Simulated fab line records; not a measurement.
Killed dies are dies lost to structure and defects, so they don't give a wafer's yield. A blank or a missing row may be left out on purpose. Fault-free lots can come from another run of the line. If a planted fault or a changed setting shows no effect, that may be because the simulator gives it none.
fab line records -- flow n5_finfet
[record] lots = 4, wafers = 12, last_day = 18
route steps=1938 shown FIN_SAQP@142 FIN_CUT@154 BEOL_M4@1111
lots that met no fault: from a run of the same line without faults
start_h: the number of hours between the record's first day and the start of the first shown wafer of the lot -- wait_h: hours since the lot's step before -- " unchanged from the row above -- L1.1+2: several wafers, shown together as one row -- - no value present, or no start provided -- * or withheld: withheld -- < > ~ a bound
route shown NAME@n: NAME is a module with steps in the file, n the number in the route of the first one -- usual: the fault-free wafers' mean and standard deviation -- same: alike in all rows -- chamber/n: place in a boat -- sites: readings site by site -- _std_site: the standard deviation of these -- _edge_site: inner sites' mean taken away from outer sites' mean -- radius_mm: how far each site lies from the wafer's centre -- mask NAME#n: copy n -- behind: the last tool/chamber to shape the wafer -- hold: cause of the lot's hold/its duration in hours/its outcome -- device: the transistor (n, p or np) that didn't switch -- end of line: the route-end tests of the same wafers -- a step given without rows: its recipe and nothing more -- killed: the dies lost at the first sort to structure and to defects; this is not the yield of the wafer -- map: per-die view of a wafer (x killed, . not killed, _ where there is no die)
set.NAME: the run value of the setting; set.NAME@STEP: its run value at that earlier step -- model.NAME: the simulator's own value behind a step, which no gauge read
lots at selected steps of the route; one table per step, one row per wafer
services: a tool's chamber out of use, with start hour (start_h, from the record's first day; less than 0 if before it), hours out, and reason
[[steps]]
[step N5_FIN_SAQP_HM_OPEN_33]
[recipe] chemistry = CH3F/O2, target = SiNx, mask_material = SiO2, target_depth_a = 494, time_s = 70.6, pressure_mtorr = 30, source_w = 395, bias_w = 73, Ar_flow_sccm = 150, CH3F_flow_sccm = 30, O2_flow_sccm = 20, ion_energy_ev = 120, ends = cleared
[step N5_FIN_SAQP_ETCH_34]
[recipe] chemistry = C4F6/O2, target = SiO2, target_depth_a = 450, time_s = 15, ion_energy_ev = 250, pressure_mtorr = 30, source_w = 345, bias_w = 185, Ar_flow_sccm = 300, C4F6_flow_sccm = 10, O2_flow_sccm = 10, ends = cleared
[step N5_FIN_SAQP_STRIP_77]
[recipe] chemistry = N2/H2, time_s = 90, power_w = 100, temp_c = 40, pressure_mtorr = 100, rf_frequency_hz = 6e+07, bias_power_w = 3, n2_flow_sccm = 300, h2_flow_sccm = 300
[step N5_FIN_SAQP_ETCH_64]
[recipe] chemistry = CF4, target = SiO2, target_depth_a = 15, ion_energy_ev = 350, pressure_mtorr = 10, icp_w = 800, bias_w = 400, cf4_flow_sccm = 80
[step N5_FIN_SAQP_FIN_ETCH_36]
[recipe] chemistry = HBr/Cl2/O2, target_depth_a = 1200, mask_material = SiNx, time_s = 50.4, bias_w = 102, pressure_mtorr = 10, icp_w = 800, HBr_flow_sccm = 150, Cl2_flow_sccm = 80, O2_flow_sccm = 12
[step N5_FIN_SAQP_PRECLEAN_38]
[recipe] chemistry = O3/DIW, time_s = 45, temp_c = 22, o3_ppm = 10
[step N5_FIN_SAQP_PRECLEAN_45]
[recipe] chemistry = dHF, time_s = 10, dilution = 500:1, temp_c = 25
[step N5_FIN_SAQP_SRD_39]
[recipe] dry = ipa_marangoni, time_s = 30, temp_c = 23, rinse_liquid = diw
[step N5_FIN_CUT_COAT_18]
[recipe] resist = SOC, temp_c = 250, time_s = 60, spin_rpm = 1500, resist_thk_nm = 230
[usual] heater_power_total_W = 500.4/1.9, plate_temp_C = 249.99/0.17
lot.wafer,tool,chamber,start_h,wait_h,heater_power_total_W,plate_temp_C,model.SOC_of_FIN_CUT_COAT_18.thk_nm
L826.1,litho_track-03,0,81.84,0.0,497.8,249.92,230.6
L826.2,litho_track-03,0,81.84,0.0,500.9,250.30,230
L826.6,litho_track-03,0,81.84,0.0,502.4,250.10,230
L831.2,litho_track-03,0,110.83,0.0,441.7,224.57,235
L831.3,litho_track-03,0,110.83,0.0,435.9,224.53,234.4
L831.6,litho_track-03,0,110.83,0.0,441.7,224.28,235.2
L836.1,litho_track-03,0,142.31,0.0,437.6,224.53,232.8
L836.2,litho_track-03,0,142.31,0.0,437.3,224.36,234
L836.4,litho_track-03,0,142.31,0.0,438.3,224.46,234.2
L840.1,litho_track-04,0,163.78,0.0,500.3,249.97,230.2
L840.3,litho_track-04,0,163.78,0.0,499.8,249.94,230
L840.6,litho_track-04,0,163.78,0.0,498.0,250.05,231.8
[step N5_FIN_CUT_COAT_19]
[recipe] resist = SiARC, temp_c = 220, time_s = 60, spin_rpm = 1500, resist_thk_nm = 20
[step N5_FIN_CUT_COAT_29]
[recipe] resist = underlayer, temp_c = 205, time_s = 60, spin_rpm = 1500, resist_thk_nm = 10
[step N5_FIN_CUT_COAT_02]
[recipe] resist = CAR-EUV, spin_rpm = 1500, resist_thk_nm = 30
[step N5_FIN_CUT_EBR_04]
[recipe] solvent = PGMEA, ebr_width_mm = 1.5
[step N5_FIN_CUT_SOFTBAKE_03]
[recipe] temp_c = 110, time_s = 60, resist = CAR-EUV
[step N5_FIN_CUT_EXPOSE_05]
[recipe] mask_id = FIN_CUT, na = 0.33, source_shape = annular, sigma_inner = 0.35, sigma_outer = 0.8, polarization = unpolarized, dose_mj = 45.75
[step N5_FIN_CUT_PEB_06]
[recipe] peb_temp_c = 100, peb_time_s = 60, resist = CAR-EUV
[step N5_FIN_CUT_DEVELOP_07]
[recipe] develop_time_s = 30, developer = TMAH, resist = CAR-EUV, rinse_liquid = surfactant_rinse, dry = air_spin, dev_temp_c = 23
[step N5_FIN_CUT_DESCUM_13]
[recipe] chemistry = O2, time_s = 7, source_power_w = 50, bias_power_w = 20, pressure_mtorr = 20, rf_frequency_hz = 2.712e+07, temp_c = 40, resist = CAR-EUV, o2_flow_sccm = 225
[step N5_FIN_CUT_ETCH_30]
[recipe] chemistry = N2/H2, target = underlayer, target_depth_a = 130, mask_material = CAR-EUV, time_s = 10.4, ion_energy_ev = 200, pressure_mtorr = 30, source_w = 840, bias_w = 150, n2_flow_sccm = 200, h2_flow_sccm = 200, ends = cleared
[step N5_FIN_CUT_ETCH_20]
[recipe] chemistry = CF4, target = SiARC, target_depth_a = 260, mask_material = CAR-EUV, time_s = 43.3, ion_energy_ev = 80, pressure_mtorr = 40, source_w = 545, bias_w = 36, Ar_flow_sccm = 100, cf4_flow_sccm = 100, ends = cleared
[step N5_FIN_CUT_ETCH_21]
[recipe] chemistry = N2/H2, target = SOC, target_depth_a = 2190, overetch_a = 438, mask_material = SiARC, temp_c = 40, ion_energy_ev = 100, bias_w = 61, time_s = 523.5, pressure_mtorr = 30, source_w = 850, n2_flow_sccm = 200, h2_flow_sccm = 200
[step N5_FIN_CUT_STRIP_23]
[recipe] chemistry = N2/H2, temp_c = 40, n2_flow_sccm = 200, h2_flow_sccm = 200, rf_frequency_hz = 6e+07
[step N5_FIN_CUT_STRIP_31]
[recipe] chemistry = N2/H2, temp_c = 40, n2_flow_sccm = 200, h2_flow_sccm = 200, rf_frequency_hz = 6e+07
[step N5_FIN_CUT_STRIP_24]
[recipe] chemistry = CF4, resist = SiARC, power_w = 300, bias_power_w = 75, pressure_mtorr = 50, cf4_flow_sccm = 150, rf_frequency_hz = 6e+07
[step N5_FIN_CUT_CUT_ETCH_26]
[recipe] chemistry = CH3F/O2, target = SiNx, target_depth_a = 390, mask_material = SOC, time_s = 55.7, pressure_mtorr = 30, source_w = 395, bias_w = 73, Ar_flow_sccm = 150, CH3F_flow_sccm = 30, O2_flow_sccm = 20, ion_energy_ev = 120
[step N5_FIN_CUT_CUT_ETCH_27]
[recipe] chemistry = CHF3/O2, target = SiO2, target_depth_a = 40, mask_material = SOC, overetch_a = 20, time_s = 4.9, pressure_mtorr = 30, source_w = 650, bias_w = 170, Ar_flow_sccm = 200, CHF3_flow_sccm = 50, O2_flow_sccm = 5, ion_energy_ev = 200
[step N5_FIN_CUT_PRECLEAN_35]
[recipe] time_s = 13.3, temp_c = 45, pressure_torr = 125, p_hf_torr = 3, p_coreactant_torr = 25, chemistry = vHF
[step N5_FIN_CUT_CUT_ETCH_15]
[recipe] chemistry = HBr/Cl2/O2, target = Si, target_depth_a = 1000, bt_time_s = 10, mask_material = SOC, time_s = 42.4, ion_energy_ev = *, bias_w = *, pressure_mtorr = 10, icp_w = 800, HBr_flow_sccm = 150, Cl2_flow_sccm = 80, O2_flow_sccm = 12
[step N5_FIN_CUT_CUT_ETCH_28]
[recipe] chemistry = HBr/Cl2/O2, target = Si, target_depth_a = 60, mask_material = SOC, time_s = 2.4, ion_energy_ev = *, bias_w = *, pressure_mtorr = 10, icp_w = 800, HBr_flow_sccm = 150, Cl2_flow_sccm = 80, O2_flow_sccm = 12
[usual] chamber_pressure_mTorr = 9.999/0.01, drypump_motor_current_A = 5.7/0.48, oes_product_au = 1.005/0.013, rf_fwd_power_W = *, throttle_valve_pct = 37.19/0.3
lot.wafer,tool,chamber,start_h,wait_h,chamber_pressure_mTorr,drypump_motor_current_A,oes_product_au,rf_fwd_power_W,rf_hours_counter_h,throttle_valve_pct,model.SOC_of_FIN_CUT_COAT_18.thk_nm
L826.1,rie_si-04,2,83.39,0.0,9.984,5.2,1.002,*,73,37.31,169
L826.2,rie_si-04,1,83.39,0.0,9.996,6.4,1.006,*,128,37.21,168
L826.6,rie_si-04,0,83.39,0.0,9.995,6.0,1.002,*,-,37.07,168.4
L831.2,rie_si-03,2,111.91,0.0,10.025,5.2,1.000,*,94,37.15,170.2
L831.3,rie_si-03,3,111.91,0.0,10.001,6.4,1.007,*,7,37.56,170.2
L831.6,rie_si-03,1,111.91,0.0,9.995,5.5,1.011,*,-,36.81,170.2
L836.1,rie_si-03,0,143.48,0.0,10.004,5.6,1.000,*,190,36.54,167.8
L836.2,rie_si-03,3,143.48,0.0,10.012,6.4,1.008,*,8,37.57,169.4
L836.4,rie_si-03,2,143.48,0.0,9.987,5.2,1.003,*,-,37.14,169.8
L840.1,rie_si-01,1,165.05,0.0,10.009,6.3,0.986,*,175,37.37,168.2
L840.3,rie_si-01,2,165.05,0.0,10.013,5.5,1.018,*,123,37.69,168.2
L840.6,rie_si-01,3,165.05,0.0,9.993,4.9,1.028,*,-,36.86,170
[step N5_FIN_CUT_STRIP_22]
[recipe] chemistry = N2/H2, power_w = 500, temp_c = 40, pressure_mtorr = 50, rf_frequency_hz = 6e+07, overash_fraction = 0.3, bias_power_w = 8, h2_frac = 0.5, n2_flow_sccm = 300, h2_flow_sccm = 300
[step N5_BEOL_M4_RC_MEAS_101]
[usual] DIBL_N = 36.4/1.4, DIBL_P = 36.3/1.8, IOFF_N = 0.163/0.024, IOFF_P = 0.21/0.034, ION_N = 673/11, ION_P = 461/7.4, SS_N = 71.6/0.52, SS_P = 73.3/0.58, VT_N = 249.4/2.5, VT_P = -250/3.5
lot.wafer,tool,chamber,start_h,wait_h,DIBL_N[mV/V],DIBL_P[mV/V],IOFF_N[nA/um],IOFF_P[nA/um],ION_N[uA/um],ION_P[uA/um],SS_N[mV/dec],SS_P[mV/dec],VT_N[mV],VT_P[mV]
L826.1,prober-01,0,224.94,0.0,35.1,35.1,0.141,0.18,661,451,71.4,73.3,252.1,-255
L826.2,prober-01,0,224.94,0.0,35.3,36.1,0.152,0.20,667,458,71.4,72.9,250.6,-251
L826.6,prober-01,0,224.94,0.0,35.3,35.9,0.148,0.19,669,454,71.3,73.2,251.1,-252
L831.2,prober-01,0,258.07,0.2,37.5,37.5,0.201,0.25,678,462,72.1,73.9,247.8,-248
L831.3,prober-01,0,258.07,0.2,37.8,38.8,0.212,0.27,681,466,72.2,73.9,247.0,-246
L831.6,prober-01,0,258.07,0.2,34.7,35.5,0.158,0.21,678,466,71.9,73.9,249.5,-249
L836.1,prober-02,0,283.19,0.0,37.8,37.7,0.169,0.22,681,460,71.9,73.9,251.2,-252
L836.2,prober-02,0,283.19,0.0,37.1,37.0,0.157,0.20,681,460,71.5,73.7,251.3,-251
L836.4,prober-02,0,283.19,0.0,35.8,35.7,0.136,0.18,669,460,70.8,73.6,252.2,-252
L840.1,prober-01,0,305.94,0.0,40.2,38.5,0.211,0.29,689,475,72.2,73.4,247.9,-243
L840.3,prober-01,0,305.94,0.0,39.1,37.0,0.180,0.26,666,461,72.6,73.1,249.2,-245
L840.6,prober-01,0,305.94,0.0,40.0,37.8,0.204,0.29,683,471,72.2,74.0,246.8,-245
[[services]]
tool,chamber,start_h,hours,kind
rie_si-01,-,76.92,4.3,pm
rie_si-03,2,96.45,3.6,repair
rie_si-03,2,101.51,6.0,repair
rie_si-03,1,123.48,29.9,repair
[[key]]
[first_sign] step = N5_FIN_CUT_COAT_18, reading = plate_temp_C, direction = down, sigmas = 99+, usual = *, struck = *
[effect] step = N5_FIN_CUT_COAT_18, reading = heater_power_total_W, direction = down, sigmas = 33, usual = *, struck = *
[model_effect] step = N5_FIN_CUT_COAT_18, value = SOC_of_FIN_CUT_COAT_18.thk_nm, without = 229.9, struck = 234.3
[model_effect] step = N5_FIN_CUT_CUT_ETCH_28, value = SOC_of_FIN_CUT_COAT_18.thk_nm, without = 168.5, struck = 169.6
met_at N5_FIN_CUT_COAT_18
struck_wafers L831.2,L831.3,L831.6,L836.1,L836.2,L836.4
onset_between 81.84 110.83
[fault] kind = process_parameter_drift, tool = litho_track-03, chamber = -, onset_h = 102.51, steps = N5_FIN_CUT_COAT_18, channel = temp_c, offset = *, shape = step, end_h = 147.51, acts_in = *, stated = *
